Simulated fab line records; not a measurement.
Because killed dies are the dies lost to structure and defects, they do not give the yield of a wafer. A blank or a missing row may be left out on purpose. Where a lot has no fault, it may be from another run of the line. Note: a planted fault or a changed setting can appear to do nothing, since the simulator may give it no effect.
Which tool is to blame? ; flow nand-harc ; 12 lots (36 wafers sampled), 1 step of a 1159-step route

## WHAT THE GAUGES SHOWED, per wafer
NHARC_A_CONTACT_CD_MEAS_69: target cd 200 nm. Usual: cd-nm 199.8 nm, standard deviation 0.62.
lot;measured;on;cd-nm (nm);flag
L979;day 16 13:37;cd-sem-03;200.7 200.2 200.1;
L977;day 16 19:32;cd-sem-02;200.3 199.9 200.3;
L978;day 16 21:03;cd-sem-01;200.3 200.5 200.3;
L980;day 17 00:00;cd-sem-02;200.5 199.4 199.1;
L981;day 17 02:58;cd-sem-01;201.4 201.0 200.9;
L982;day 18 02:04;cd-sem-01;200.4 199.8 199.5;
L984;day 18 04:31;cd-sem-01;198.8 199.1 199.6;
L989;day 19 22:16;cd-sem-03;199.9 200.4 200.2;
L996;day 21 06:46;cd-sem-03;199.1 200.1 199.0;
L998;day 22 01:57;cd-sem-03;200.3 199.8 200.0;
L999;day 22 06:13;cd-sem-03;200.3 200.2 200.2;
L997;day 22 08:08;cd-sem-01;199.9 199.8 199.2;

## EACH LOT AND THE TOOL THAT RAN IT (in order: tool; ch and the chambers of the sampled wafers; start)
There is no process step in the record ahead of these readings.

## WHAT THE TOOLS THEMSELVES READ (means of the sampled wafers that have a number; where no wafer has one, the mark that the record gives instead)
The record holds no such reading with a usual standard deviation.

## THE ANSWER, worked out from the rows above alone
Rule: a lot counts as off when the mean over its wafers that have a number is more than 3 standard deviations away from the usual mean. Also off: a lot with no number at a reading for which 4 or more lots have one. All remaining lots with rows at the step are treated as sound. Order of review: gauges by route order, followed by the tools' own readings, for which a lot's mean as printed above is used. The first step at which some lot is off is used, and at that step the reading that is off furthest; a lot without a number counts as furthest.
Nothing can be told from this: no lot is off at any reading shown.

## WHAT HAD BEEN PUT IN BY THE SIMULATOR
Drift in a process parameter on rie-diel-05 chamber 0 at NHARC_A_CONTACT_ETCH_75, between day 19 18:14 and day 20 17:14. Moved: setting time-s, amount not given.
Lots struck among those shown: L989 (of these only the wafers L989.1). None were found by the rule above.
